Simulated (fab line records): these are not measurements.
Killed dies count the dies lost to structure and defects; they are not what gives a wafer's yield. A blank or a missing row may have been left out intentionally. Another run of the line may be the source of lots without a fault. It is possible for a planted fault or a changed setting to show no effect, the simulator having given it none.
Matching of chambers | flow n5-finfet | 3 sister chambers for N5_BEOL_M8_PECVD_70 on pecvd-01
The step deposits SiO2 from TEOS/O2, target thk 20 nm, time 22.7 s. 18 wafers are shown with their chamber, then 9 later ones without.

WAFERS WITH THEIR CHAMBER
wafer  | chamber | throttle-valve-pct (%) | showerhead-plenum-p-Torr (Torr) | heater-power-w (W)
L074.1 | 0       | 21.9                   | 8.81                            | 671
L074.4 | 0       | 22.0                   | 8.80                            | 694
L074.5 | 1       | 21.4                   | 8.71                            | 579
L077.2 | 1       | 21.0                   | 8.72                            | 603
L077.3 | 2       | 20.1                   | 8.87                            | 535
L077.5 | 2       | 19.9                   | 8.91                            | 548
L085.4 | 0       | 21.8                   | 8.79                            | 652
L085.5 | 2       | 19.8                   | 8.89                            | 594
L085.6 | 1       | 21.2                   | 8.68                            | 646
L087.2 | 1       | 21.3                   | 8.72                            | 603
L087.3 | 2       | 19.9                   | 8.91                            | 607
L087.6 | 0       | 21.7                   | 8.81                            | 688
L086.2 | 1       | 21.2                   | 8.71                            | 577
L086.4 | 1       | 21.0                   | 8.73                            | 583
L086.5 | 2       | 19.9                   | 8.89                            | 608
L088.1 | 0       | 21.7                   | 8.80                            | 690
L088.3 | 1       | 21.2                   | 8.69                            | 610
L088.4 | 0       | 21.9                   | 8.79                            | 682

SIGNATURES (averages over the wafers above)
reading                  | chamber 0 | chamber 1 | chamber 2 | scatter within a chamber
throttle-valve-pct       | 21.833    | 21.186    | 19.920    | 0.129
showerhead-plenum-p-Torr | 8.8000    | 8.7086    | 8.8940    | 0.0151
heater-power-w           | 679.50    | 600.14    | 578.40    | 25.1
Rule: for each reading, subtract the chamber's mean from the wafer's reading, divide by that reading's scatter and square the result; add these up over the readings and take the root, which gives the wafer's distance from the chamber. If the next closest chamber is less than 2 further off than the closest, the wafer can't be placed; otherwise it belongs to the closest. The scatter: take each reading less its chamber's mean, square it, sum over the shown wafers, divide by the number of wafers less the number of chambers, and take the root.

WAFERS WITH NO CHAMBER GIVEN
wafer  | throttle-valve-pct (%) | showerhead-plenum-p-Torr (Torr) | heater-power-w (W)
L092.1 | 20.0                   | 8.90                            | 595
L092.4 | 21.3                   | 8.69                            | 652
L092.6 | 19.8                   | 8.89                            | 575
L093.1 | 21.1                   | 8.71                            | 630
L093.2 | 20.4                   | 8.90                            | 557
L093.6 | 21.7                   | 8.72                            | 637
L097.1 | 20.1                   | 8.92                            | 604
L097.2 | 21.0                   | 8.71                            | 642
L097.4 | 20.2                   | 8.90                            | 591

WHICH CHAMBER EACH ONE RAN IN
wafer  | from the rows above     | in truth
L092.1 | 2                       | 2
L092.4 | 1                       | 1
L092.6 | 2                       | 2
L093.1 | 1                       | 1
L093.2 | 2                       | 2
L093.6 | can't be placed: 1 or 0 | 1
L097.1 | 2                       | 2
L097.2 | 1                       | 1
L097.4 | 2                       | 2
8 of 9 placed correctly. These rows do not allow placing 1 (true chamber among the candidates in 1). Number placed wrongly: 0.
